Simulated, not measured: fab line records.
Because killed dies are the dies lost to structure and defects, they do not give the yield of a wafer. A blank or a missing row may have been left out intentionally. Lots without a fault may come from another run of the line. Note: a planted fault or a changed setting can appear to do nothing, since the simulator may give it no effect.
Lot-split experiment / flow n5Finfet / 21 wafers read from 7 lots, route of 1938 steps

## THE SPLIT
At N5_BEOL_M7_ETCH_61 (etches SiARC in CF4, target depth 45.5 nm, time 75.8 s), the setting sourceW was moved away from the recipe's 545 W on 8 of the 21 wafers read, by -17.0% to +15.7%. This setting was run at the recipe's value on the other wafers.

The reading is taken at the split's own step.

## THE READING
rfVppV, in V, at N5_BEOL_M7_ETCH_61 (etches SiARC in CF4, target depth 45.5 nm, time 75.8 s). Typical for fault-free wafers on this fab line: 184.2 V, with standard deviation 0.97 V.

wafer=L075.2; tool, chamber at the split=rieDiel-01, 0; sourceW as run, W=545; against the recipe=recipe; rfVppV, V=185.0; against lot-mates on the recipe=-
wafer=L075.3; tool, chamber at the split=rieDiel-01, 1; sourceW as run, W=545; against the recipe=recipe; rfVppV, V=184.6; against lot-mates on the recipe=-
wafer=L075.6; tool, chamber at the split=rieDiel-01, 3; sourceW as run, W=612.8; against the recipe=+12.4%; rfVppV, V=175.6; against lot-mates on the recipe=-9.2
wafer=L083.1; tool, chamber at the split=rieDiel-01, 3; sourceW as run, W=545; against the recipe=recipe; rfVppV, V=182.7; against lot-mates on the recipe=-
wafer=L083.4; tool, chamber at the split=rieDiel-01, 1; sourceW as run, W=594; against the recipe=+9.0%; rfVppV, V=178.5; against lot-mates on the recipe=-4.2
wafer=L083.5; tool, chamber at the split=rieDiel-01, 0; sourceW as run, W=594; against the recipe=+9.0%; rfVppV, V=177.2; against lot-mates on the recipe=-5.5
wafer=L087.2; tool, chamber at the split=rieDiel-04, 1; sourceW as run, W=545; against the recipe=recipe; rfVppV, V=185.2; against lot-mates on the recipe=-
wafer=L087.3; tool, chamber at the split=rieDiel-04, 2; sourceW as run, W=630.3; against the recipe=+15.7%; rfVppV, V=173.2; against lot-mates on the recipe=-12.2
wafer=L087.6; tool, chamber at the split=rieDiel-04, 0; sourceW as run, W=545; against the recipe=recipe; rfVppV, V=185.7; against lot-mates on the recipe=-
wafer=L086.3; tool, chamber at the split=rieDiel-01, 3; sourceW as run, W=545; against the recipe=recipe; rfVppV, V=182.5; against lot-mates on the recipe=-
wafer=L086.5; tool, chamber at the split=rieDiel-01, 1; sourceW as run, W=461.6; against the recipe=-15.3%; rfVppV, V=193.2; against lot-mates on the recipe=+10.7
wafer=L086.6; tool, chamber at the split=rieDiel-01, 0; sourceW as run, W=461.6; against the recipe=-15.3%; rfVppV, V=194.1; against lot-mates on the recipe=+11.6
wafer=L091.2; tool, chamber at the split=rieDiel-04, 3; sourceW as run, W=545; against the recipe=recipe; rfVppV, V=184.8; against lot-mates on the recipe=-
wafer=L091.3; tool, chamber at the split=rieDiel-04, 2; sourceW as run, W=545; against the recipe=recipe; rfVppV, V=183.9; against lot-mates on the recipe=-
wafer=L091.5; tool, chamber at the split=rieDiel-04, 0; sourceW as run, W=545; against the recipe=recipe; rfVppV, V=184.7; against lot-mates on the recipe=-
wafer=L093.2; tool, chamber at the split=rieDiel-04, 2; sourceW as run, W=452.6; against the recipe=-17.0%; rfVppV, V=196.6; against lot-mates on the recipe=+12.0
wafer=L093.5; tool, chamber at the split=rieDiel-04, 1; sourceW as run, W=545; against the recipe=recipe; rfVppV, V=184.6; against lot-mates on the recipe=-
wafer=L093.6; tool, chamber at the split=rieDiel-04, 2; sourceW as run, W=452.6; against the recipe=-17.0%; rfVppV, V=195.7; against lot-mates on the recipe=+11.1
wafer=L095.2; tool, chamber at the split=rieDiel-01, 3; sourceW as run, W=545; against the recipe=recipe; rfVppV, V=183.7; against lot-mates on the recipe=-
wafer=L095.3; tool, chamber at the split=rieDiel-01, 0; sourceW as run, W=545; against the recipe=recipe; rfVppV, V=184.5; against lot-mates on the recipe=-
wafer=L095.6; tool, chamber at the split=rieDiel-01, 3; sourceW as run, W=545; against the recipe=recipe; rfVppV, V=182.7; against lot-mates on the recipe=-

THE FIT
A straight line over all 21 wafers: rfVppV changes by -0.679 V for each +1% of sourceW; r = -0.99; the points scatter about the line by 0.93 V.
The same after taking each lot's own level away (the mean of its wafers on the recipe; 21 wafers): -0.701 V for each +1%; r = -0.99; scatter 0.75 V.
That fit puts the effect of the largest move of sourceW on the reading at 12 V.
Measured against the standard deviation above, the lots' own levels, which go from 182.50 to 185.45 V, span 3.0 times it.
Hence the lot-to-lot level has little effect on the slope; both slopes agree.
Check: for one of the wafers moved furthest among these (-17.0%), held out of the fit, the line's prediction against its lot-mates is +11.9 V. It came out at +12 V against them.
Tool readings at the split's step, against how far the setting was moved: etchRfOnTimeS r = -0.97; rfVppV r = -0.99.

## ADDITIONAL SPLITS CARRIED BY THESE WAFERS
These wafers also went through other splits before the reading. Each is held against what the fit with the lots' levels taken away leaves over:
other split on the same wafers=N5_BEOL_M4_TRENCH_ETCH_37 timeS; wafers away from the commonest value=3; r with rfVppV (lot level and that fit taken away)=-0.10
other split on the same wafers=N5_BEOL_M5_COAT_22 spinRpm; wafers away from the commonest value=6; r with rfVppV (lot level and that fit taken away)=+0.11
other split on the same wafers=N5_BEOL_M6_ETCH_66 sourceW; wafers away from the commonest value=8; r with rfVppV (lot level and that fit taken away)=+0.09
other split on the same wafers=N5_BEOL_M6_TRENCH_ETCH_37 sourceW; wafers away from the commonest value=5; r with rfVppV (lot level and that fit taken away)=+0.44

## THE WHOLE CHAIN: every reading that the file lists as answering this split, in the file's order
step=N5_BEOL_M7_ETCH_61; what it does=etches SiARC in CF4, target depth 45.5 nm, time 75.8 s; reading=etchRfOnTimeS; change (the file's fit)=withheld for each +1% of the setting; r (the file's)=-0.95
step=N5_BEOL_M7_ETCH_61; what it does=etches SiARC in CF4, target depth 45.5 nm, time 75.8 s; reading=rfVppV; change (the file's fit)=-0.714 V for each +1% of the setting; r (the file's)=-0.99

## FILE'S OWN FIT
rfVppV changes by -0.714 V for each +1% of sourceW, r = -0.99.
